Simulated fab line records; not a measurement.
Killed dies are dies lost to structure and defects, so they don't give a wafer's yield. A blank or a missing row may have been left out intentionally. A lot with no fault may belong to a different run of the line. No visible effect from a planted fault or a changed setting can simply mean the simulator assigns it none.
Which tool did it? + flow nand-harc + 43 wafers from 15 lots sampled at 6 of the route's 1159 steps

WHAT THE GAUGES SHOWED, per wafer
NHARC_A_SOURCE_PLATE_THK_MEAS_09: measures by ellipsometry.
| lot  | measured     | on            | thk-nm (nm)   |
|------|--------------|---------------|---------------|
| L320 | day 7 11:41  | film-metro-02 | 9.6 8.6 9.9   |
| L321 | day 7 16:28  | film-metro-01 | 9.7 9.7 9.2   |
| L323 | day 8 01:52  | film-metro-01 | 10.2 8.6 10.3 |
| L325 | day 8 09:11  | film-metro-02 | 11.3 7.8 8.8  |
| L324 | day 8 09:12  | film-metro-01 | 10.6 9.1 11.0 |
| L329 | day 9 06:20  | film-metro-02 | 9.8 9.5 9.3   |
| L326 | day 9 06:20  | film-metro-01 | 9.5 8.5 10.5  |
| L328 | day 9 10:02  | film-metro-02 | 10.5 9.1 8.0  |
| L330 | day 10 06:36 | film-metro-01 | 8.8 9.9 10.2  |
| L331 | day 10 06:36 | film-metro-02 | 8.8 7.6 10.2  |
| L332 | day 10 11:27 | film-metro-02 | 8.6 9.7 10.7  |
| L334 | day 10 20:40 | film-metro-02 | 10.0 9.9 10.1 |
| L335 | day 11 13:28 | film-metro-01 | 9.9 9.0 8.5   |
| L337 | day 11 18:03 | film-metro-02 | 10.3 9.6      |
| L338 | day 11 18:03 | film-metro-01 | 10.0 9.8      |

NHARC_A_ONON_D1_THK_MEAS_05: measures by ellipsometry.
| lot  | measured     | on            | thk-nm (nm)    |
|------|--------------|---------------|----------------|
| L320 | day 8 02:15  | film-metro-02 | 1024 1025 1025 |
| L321 | day 8 06:41  | film-metro-01 | 1015 1014 1014 |
| L323 | day 8 16:24  | film-metro-02 | 1006 1004 1005 |
| L325 | day 8 23:38  | film-metro-01 | 1005 1007 1007 |
| L324 | day 8 23:38  | film-metro-02 | 996 996 998    |
| L329 | day 9 20:50  | film-metro-02 | 997 996 998    |
| L326 | day 9 20:49  | film-metro-02 | 1007 1007 1007 |
| L328 | day 10 00:25 | film-metro-01 | 998 998 998    |
| L330 | day 10 21:30 | film-metro-01 | 1010 1009 1007 |
| L331 | day 10 21:32 | film-metro-02 | 998 998 998    |
| L332 | day 11 01:32 | film-metro-02 | 997 994 995    |
| L334 | day 11 11:06 | film-metro-02 | 993 992 994    |
| L335 | day 12 06:52 | film-metro-01 | 995 995 996    |
| L337 | day 12 06:53 | film-metro-02 | 1006 1007      |
| L338 | day 12 07:14 | film-metro-02 | 996 996        |

NHARC_A_ONON_D1_THK_MEAS_27: measures by ellipsometry.
| lot  | measured     | on            | thk-nm (nm)    |
|------|--------------|---------------|----------------|
| L320 | day 8 14:40  | film-metro-02 | 1012 1014 1014 |
| L321 | day 8 15:07  | film-metro-02 | 1011 1009 1009 |
| L323 | day 9 02:52  | film-metro-01 | 1000 1000 1000 |
| L325 | day 9 10:13  | film-metro-02 | 1005 1006 1005 |
| L324 | day 9 10:11  | film-metro-01 | 998 997 997    |
| L329 | day 10 07:29 | film-metro-02 | 1005 1003 1003 |
| L326 | day 10 07:20 | film-metro-01 | 1002 1003 1002 |
| L328 | day 10 10:58 | film-metro-02 | 1001 1001 1002 |
| L330 | day 11 08:00 | film-metro-02 | 999 1000 999   |
| L331 | day 11 08:02 | film-metro-01 | 1017 1018 1019 |
| L332 | day 11 12:01 | film-metro-01 | 1019 1022 1018 |
| L334 | day 11 21:55 | film-metro-02 | 1001 1286 1002 |
| L335 | day 12 19:00 | film-metro-02 | 1008 1011 1008 |
| L337 | day 12 18:45 | film-metro-01 | 1009 1294      |
| L338 | day 12 19:06 | film-metro-02 | 1258 973       |

NHARC_A_CHANNEL_HOLE_D1_CD_MEAS_10 targets a cd of 100 nm.
| lot  | measured     | on        | cd-nm (nm)        |
|------|--------------|-----------|-------------------|
| L320 | day 8 19:42  | cd-sem-03 | 100.6 100.2 99.8  |
| L321 | day 8 21:50  | cd-sem-03 | 98.4 98.8 98.8    |
| L323 | day 9 07:39  | cd-sem-02 | 100.1 100.2 100.0 |
| L325 | day 9 14:19  | cd-sem-02 | 99.4 99.8 99.5    |
| L324 | day 9 14:05  | cd-sem-02 | 100.6 99.6 100.5  |
| L329 | day 10 13:02 | cd-sem-03 | 100.0 100.0 100.1 |
| L326 | day 10 12:53 | cd-sem-03 | 99.7 100.3 99.5   |
| L328 | day 10 18:25 | cd-sem-03 | 99.2 99.8 100.0   |
| L330 | day 11 11:58 | cd-sem-01 | 100.3 99.8 99.2   |
| L331 | day 11 12:08 | cd-sem-02 | 99.8 100.2 99.6   |
| L332 | day 11 16:35 | cd-sem-01 | 99.8 99.2 100.3   |
| L334 | day 12 01:55 | cd-sem-02 | 98.6 99.5         |
| L335 | day 13 01:13 | cd-sem-03 | 100.1 99.6 100.1  |
| L337 | day 12 23:35 | cd-sem-03 | 100.2             |
| L338 | day 13 01:31 | cd-sem-01 | 99.7              |

NHARC_END_SORT_01.
| lot  | measured     | on        | killed-at-array | killed-at-other | killed-at-periphery | killed-dies | killed-open | killed-short |
|------|--------------|-----------|-----------------|-----------------|---------------------|-------------|-------------|--------------|
| L329 | day 22 02:53 | prober-01 | 17 16 14        | 0 0 1           | 3 4 6               | 20 20 21    | 1 3 8       | 3 3 2        |
| L326 | day 21 22:52 | prober-02 | 40 35 46        | 0 0 0           | 10 3 8              | 50 38 54    | 1 1 1       | 3 1 1        |
| L331 | day 22 17:23 | prober-02 | 35 49 46        | 0 0 0           | 2 4 1               | 37 53 47    | 2 2 2       | 0 6 2        |
| L334 | day 23 14:38 | prober-02 | 33 674 35       | 0 0 1           | 6 3 4               | 39 677 40   | 10 1 6      | 3 2 3        |
| L337 | day 24 06:12 | prober-02 | 43 672          | 0 0             | 7 5                 | 50 677      | 3 1         | 2 1          |
| L338 | day 25 02:20 | prober-02 | 672 38          | 0 1             | 5 7                 | 677 46      | 3 2         | 4 3          |

TOOL THAT RAN EACH LOT (tool first, then ch and the chambers of the sampled wafers, then the start)
| lot  | NHARC_A_ONON_D1_DEP_25           |
|------|----------------------------------|
| L320 | pecvd-onon-03 ch 0, day 8 14:10  |
| L321 | pecvd-onon-02 ch 0, day 8 14:37  |
| L323 | pecvd-onon-03 ch 0, day 9 02:20  |
| L325 | pecvd-onon-02 ch 0, day 9 09:43  |
| L324 | pecvd-onon-03 ch 0, day 9 09:51  |
| L329 | pecvd-onon-03 ch 0, day 10 07:02 |
| L326 | pecvd-onon-02 ch 0, day 10 06:53 |
| L328 | pecvd-onon-02 ch 0, day 10 10:27 |
| L330 | pecvd-onon-02 ch 0, day 11 07:33 |
| L331 | pecvd-onon-03 ch 0, day 11 07:33 |
| L332 | pecvd-onon-02 ch 0, day 11 11:37 |
| L334 | pecvd-onon-02 ch 0, day 11 21:25 |
| L335 | pecvd-onon-03 ch 0, day 12 18:40 |
| L337 | pecvd-onon-02 ch 0, day 12 18:14 |
| L338 | pecvd-onon-02 ch 0, day 12 18:43 |
- NHARC_A_ONON_D1_DEP_25: target thk 1000 nm.

AS READ BY THE TOOLS THEMSELVES (means over the sampled wafers that have a number; for cases with no such wafer, the mark the record gives instead)
The record holds no such reading with a usual standard deviation.

THE ANSWER, worked out from the rows above alone
Rule: what is usual is taken from the lots themselves. The widest of any qualifying gaps counts: lots, ordered by their means at a reading, are off when they make up no more than a third of the lots, leave a main group of 4 or more, and stand apart from it by 3 or more times the standard deviation of that group's means. The tables above print the reading to a certain number of digits; a main group whose means all agree to those digits is not used. A lot without any number at a reading at which 4 lots or more have one is off too. Where the step has rows for the other lots, those lots are counted as sound. Order of review: gauges by route order, followed by the tools' own readings, for which a lot's mean as printed above is used. At the first step where some lot is off, the reading lying furthest off is the one used; lots without a number count as furthest.
Off: L334, L337, L338, at NHARC_A_ONON_D1_THK_MEAS_27 (thk-nm). For the main group the mean is 1007 nm and the standard deviation 7.1.
If a tool, at a process step before that reading, ran all the lots that are off and no sound lot after the first of them, it fits. Those tools and the gauges at NHARC_A_ONON_D1_THK_MEAS_27 are tried in the same way. One fits: pecvd-onon-02 at NHARC_A_ONON_D1_DEP_25. Its last sound lot is L332 (day 11 11:37), its first lot that is off L334 (day 11 21:25): a fault that began between those two fits.

WHAT THE SIMULATOR HAD PUT IN
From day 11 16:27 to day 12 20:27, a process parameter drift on pecvd-onon-02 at NHARC_A_ONON_D1_DEP_25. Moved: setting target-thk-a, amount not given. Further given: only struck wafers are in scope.
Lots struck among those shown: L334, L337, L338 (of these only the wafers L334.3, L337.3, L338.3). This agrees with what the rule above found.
